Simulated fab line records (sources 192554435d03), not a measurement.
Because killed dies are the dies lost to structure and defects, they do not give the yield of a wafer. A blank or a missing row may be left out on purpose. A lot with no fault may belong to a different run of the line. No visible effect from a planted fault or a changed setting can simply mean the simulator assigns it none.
One fault seen from 2 desks    flow n5-finfet    only its own numbers are on each desk; what lay behind them is given at the end

AT THE TOOL OWNER'S DESK: implanter-02
The tool's own readings at N5_WELL_APT_IMPLANT_32: means of the sampled wafers that have a number, for each lot that ran on this tool. If a lot's mean is further than 4 standard deviations from the usual mean, the lot is out of limits and carries the mark OUT (the distance appears in the brackets).
Columns: A = dose-ions-cm2 at N5_WELL_APT_IMPLANT_32, usual 1.9996e+13; B = faraday-current-uA at N5_WELL_APT_IMPLANT_32, usual 254
lot   first seen here  A                             B
L964  day 3 09:43      2.0019e+13                    255
L965  day 3 15:27      1.9995e+13                    254
L967  day 4 03:13      3.5167e+12 (-99 or more) OUT  44 (-44) OUT
L968  day 4 09:47      3.5227e+12 (-99 or more) OUT  44 (-44) OUT
L969  day 4 15:18      3.5533e+12 (-99 or more) OUT  45 (-44) OUT
L970  day 4 21:25      3.5180e+12 (-99 or more) OUT  44 (-44) OUT
Finding of this desk: L967, L968, L969, L970 out of limits; the first was L967 at day 4 03:13, on dose-ions-cm2 at N5_WELL_APT_IMPLANT_32. Within limits: L964, L965.

THE METROLOGY DESK
What the gauges read for every lot (on any tool): the sampled wafers with a number, averaged. If a lot's mean is further than 4 standard deviations from the usual mean, the lot is out of limits and carries the mark OUT (the distance appears in the brackets). It has 13 readings, of which 7 appear: the earliest out of limits, and the ones furthest out on some lot.
Columns: A = CJ_N at N5_BEOL_M4_RC_MEAS_101, usual 4.36; B = DIBL_N at N5_BEOL_M4_RC_MEAS_101, usual 37.0 mV/V; C = IOFF_N at N5_BEOL_M4_RC_MEAS_101, usual 0.17 nA/um; D = IOFF_N_85C at N5_BEOL_M4_RC_MEAS_101, usual 3.3 nA/um; E = RS_PWELL at N5_BEOL_M4_RC_MEAS_101, usual 3006 ohm/sq; F = SS_N at N5_BEOL_M4_RC_MEAS_101, usual 71.7 mV/dec; G = VT_N at N5_BEOL_M4_RC_MEAS_101, usual 249 mV
lot   first seen here  A               B                C               D               E                F               G
L959  day 8 05:23      4.37            36.8             0.17            3.3             2976             71.8            249
L963  day 9 08:11      4.45            37.7             0.20            3.7             3006             71.9            249
L964  day 9 17:25      4.47            38.3             0.20            3.7             2988             72.2            247
L965  day 10 05:55     4.33            38.4             0.19            3.6             3018             71.9            248
L969  day 11 08:12     1.81 (-27) OUT  48.1 (+4.8) OUT  1.13 (+21) OUT  15.5 (+17) OUT  3142 (+5.9) OUT  83.4 (+16) OUT  244
L970  day 11 10:53     1.79 (-27) OUT  52.2 (+6.6) OUT  1.68 (+33) OUT  21.6 (+25) OUT  3179 (+7.5) OUT  89.1 (+24) OUT  241
L973  day 12 21:28     4.24            38.8             0.22            4.0             2995             72.7            245
L975  day 12 22:43     4.38            33.8             0.14            2.7             2999             71.5            253
L976  day 13 00:56     4.33            36.2             0.15            2.9             3010             71.3            252
Per this desk, out of limits: L969, L970; the first was L969, day 11 08:12 (CJ_N at N5_BEOL_M4_RC_MEAS_101). Within limits: L959, L963, L964, L965, L973, L975, L976.

BROUGHT TOGETHER
On L967, L968, L969, L970, at day 4 03:13, an alarm was possible from the tool owner's desk.
An alarm was possible from the metrology desk at day 11 08:12, on L969, L970.
The metrology desk has no number on record for L967, L968.
Of the lots named, all ran N5_WELL_APT_IMPLANT_32 on implanter-02.

WHAT THE SIMULATOR HAD INSERTED
Process parameter drift: implanter-02, from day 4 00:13 on, at N5_WELL_APT_IMPLANT_32. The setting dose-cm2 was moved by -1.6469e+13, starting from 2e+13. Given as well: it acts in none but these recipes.
Struck lots among those shown: L967, L968, L969, L970.
Hours from the fault's start to each desk's first reading out of limits: the tool owner's desk, 3; the metrology desk, 176.
